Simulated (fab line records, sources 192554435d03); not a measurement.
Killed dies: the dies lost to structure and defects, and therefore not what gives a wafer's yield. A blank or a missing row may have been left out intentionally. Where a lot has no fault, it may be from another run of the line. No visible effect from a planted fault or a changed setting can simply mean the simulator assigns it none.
A lot that was struck, set against a sound lot || flow n5-finfet || 38 out of 1938 route steps
Sound: wafers L283.2, L283.5, L283.6. Struck: wafer L294.3. (L294.5, L294.6 of the same lot were not struck and are left out.) The cause comes at the end.
Each step with rows lists, per side, the tool, then ch with its chambers, then its first start. Under that, the readings that differ: sound wafers || struck wafers || difference of the means || sigmas: that difference in standard deviations of wafers without a fault.
alike: readings with means less than 2 such deviations apart, plus words and numbers identical on both sides. not compared: withheld readings, readings lacking a value on some wafer, bounds such as >300 that could conceal the same value, and numbers that have no deviation in the record and whose values overlap.
A row with sigmas, a row that says differs or no value, or rows on one side alone: a step with any of these is where the two part. Numbers that have no deviation but don't overlap get no sigmas and don't part them. A reading missing from all wafers of one side parts the sides only when that side holds two or more wafers.

first, 11 steps without rows for these wafers: N5_FIN_SAQP_DESCUM_21 (chemistry O2, time 7.9 s); N5_FIN_SAQP_ETCH_51 (etches SiARC in CF4, target depth 45.5 nm, time 75.8 s); N5_FIN_SAQP_ETCH_52 (etches SOC in N2/H2, target depth 100 nm, overetch 20 nm, time 150 s); N5_FIN_SAQP_STRIP_53 (strips in N2/H2); N5_FIN_SAQP_HM_OPEN_73 (chemistry CHF3/O2, target SiO2, stops on a-Si, target depth 12 nm, time 16.8 s); N5_FIN_SAQP_STRIP_74 (strips in CHF3/O2); N5_FIN_SAQP_MANDREL_ETCH_22 (etches a-Si in HBr/Cl2, stops on SiNx, target depth 60 nm, bt time 10 s, time 30 s); N5_FIN_SAQP_STRIP_55 (strips in N2/H2); N5_FIN_SAQP_STRIP_23 (strips in SPM, time 750 s); N5_FIN_SAQP_SRD_66 (time 30 s); N5_FIN_SAQP_RECESS_75 (chemistry HF/NH3, target SiO2, target depth 14.4 nm, afs cycles 3, sublimation time 60 s).
N5_FIN_SAQP_SPACER1_ALD_24: deposits SiO2, target thk 20.3 nm, pulse time 1 s, purge time 2 s.
  sound on ald-sin-03 ch 0,2,3, day 3 11:08; struck on ald-sin-03 ch 2, day 6 04:20
{"reading": "ald-cycles", "sound": "218 218 218", "struck": 237, "difference": "+19", "sigmas": ""}
{"reading": "model.SiO2_of_FIN_SAQP_SPACER1_ALD_24.thk-nm (nm)", "sound": "20.4 20.4 20.4", "struck": 22, "difference": "+2", "sigmas": ""}
  alike: heater-power-w, precursor-pulse-height-rel, susceptor-temp-C
then, 1 step without rows for these wafers: N5_FIN_SAQP_SPACER1_ETCHBACK_25 (etches SiO2 in CHF3/O2, target depth 24.4 nm, time 12.2 s).
N5_FIN_SAQP_MANDREL1_REMOVE_56: chemistry HBr/Cl2/O2, target a-Si, stops on SiNx, bt time 10 s.
  sound on rie-si-01 ch 0,1,2, day 3 11:57; struck on rie-si-03 ch 2, day 6 05:09
{"reading": "chamber-pressure-mTorr (mTorr)", "sound": "9.995 9.999 10.002", "struck": 9.979, "difference": -0.020, "sigmas": -2}
{"reading": "model.FIN_SAQP.cd-nm (nm)", "sound": "20.4 20.4 20.4", "struck": 22.2, "difference": "+1.8", "sigmas": ""}
  alike: drypump-motor-current-A, mfc-cl2-sccm, oes-product-au, throttle-valve-pct
  not compared: rf-hours-counter-h
N5_FIN_SAQP_CD_MEAS_27 targets a cd of 20 nm.
  sound on cd-sem-02 ch 0, day 3 12:04; struck on cd-sem-02 ch 0, day 6 05:16
{"reading": "cd-nm (nm)", "sound": "20.24 20.73 20.34", "struck": 22.21, "difference": "+1.77", "sigmas": "+7"}
then, 21 steps without rows for these wafers: N5_FIN_SAQP_ETCH_57 (etches SiNx in CH3F/O2, target depth 32.5 nm, time 46.4 s); N5_FIN_SAQP_ETCH_65 (etches SiO2 in CF4, target depth 4 nm, time 4.4 s); N5_FIN_SAQP_MANDREL_ETCH_58 (etches a-Si in HBr/Cl2, stops on SiNx, target depth 45 nm, bt time 10 s, time 27 s); N5_FIN_SAQP_RECESS_63 (chemistry HF/NH3, target SiO2, target depth 18 nm, afs cycles 3, sublimation time 60 s); N5_FIN_SAQP_COAT_68 (time 60 s, resist thk 100 nm); N5_FIN_SAQP_ETCH_69 (etches SOC in N2/H2, stops on SiNx, target depth 150 nm); N5_FIN_SAQP_ETCH_67 (etches SiNx in CH3F/O2, target depth 30 nm); N5_FIN_SAQP_STRIP_70 (strips in N2/H2); N5_FIN_SAQP_RECESS_71 (chemistry HF/NH3, target SiO2, target depth 3 nm, afs cycles 1, sublimation time 60 s); N5_FIN_SAQP_SPACER2_ALD_28 (deposits SiO2, target thk 8.1 nm, pulse time 1 s, purge time 2 s); N5_FIN_SAQP_SPACER2_ETCHBACK_29 (etches SiO2 in CHF3/O2, target depth 12.2 nm, time 6.1 s); N5_FIN_SAQP_MANDREL2_REMOVE_60 (chemistry HBr/Cl2/O2, target a-Si, stops on SiNx, bt time 10 s); N5_FIN_SAQP_HM_OPEN_33 (chemistry CH3F/O2, target SiNx, target depth 49.4 nm, time 70.6 s); N5_FIN_SAQP_ETCH_34 (etches SiO2 in C4F6/O2, target depth 45 nm, time 15 s); N5_FIN_SAQP_STRIP_77 (strips in N2/H2, time 90 s); N5_FIN_SAQP_ETCH_64 (etches SiO2 in CF4, target depth 1.5 nm); N5_FIN_SAQP_FIN_ETCH_36 (etches the open film in HBr/Cl2/O2, target depth 120 nm, time 50.4 s); N5_FIN_SAQP_PRECLEAN_38 (cleans in O3/DIW, time 45 s); N5_FIN_SAQP_PRECLEAN_45 (cleans in dHF, time 10 s); N5_FIN_SAQP_SRD_39 (time 30 s); N5_FIN_CUT_COAT_18 (time 60 s, resist thk 230 nm).
-- the record jumps here: 7 days lie between the struck wafers' starts before and after (it left off in module FIN_CUT and takes up again in module BEOL_M4, whose first step shown is number 1111 of the route) --
N5_BEOL_M4_RC_MEAS_101:
  sound on prober-01 ch 0, day 9 07:37; struck on prober-02 ch 0, day 13 00:07
  alike: DIBL_N, DIBL_P, IOFF_N, IOFF_P, ION_N, ION_P, SS_N, SS_P, VT_N, VT_P
-- a jump in the record: the struck wafers' starts before and after are 4 days apart (it breaks off in module BEOL_M4 and resumes in module PASSIVATION, where the first step shown is number 1936 of the route) --
N5_PASSIVATION_PROBE_49:
  rows exist in the record for the struck wafers here (prober-01, day 17 06:01), but not for the sound ones

== WHERE THEY PART ==
Last at N5_PASSIVATION_PROBE_49 as far as this record goes, first at N5_FIN_SAQP_MANDREL1_REMOVE_56.

WHY: what the simulator had put in
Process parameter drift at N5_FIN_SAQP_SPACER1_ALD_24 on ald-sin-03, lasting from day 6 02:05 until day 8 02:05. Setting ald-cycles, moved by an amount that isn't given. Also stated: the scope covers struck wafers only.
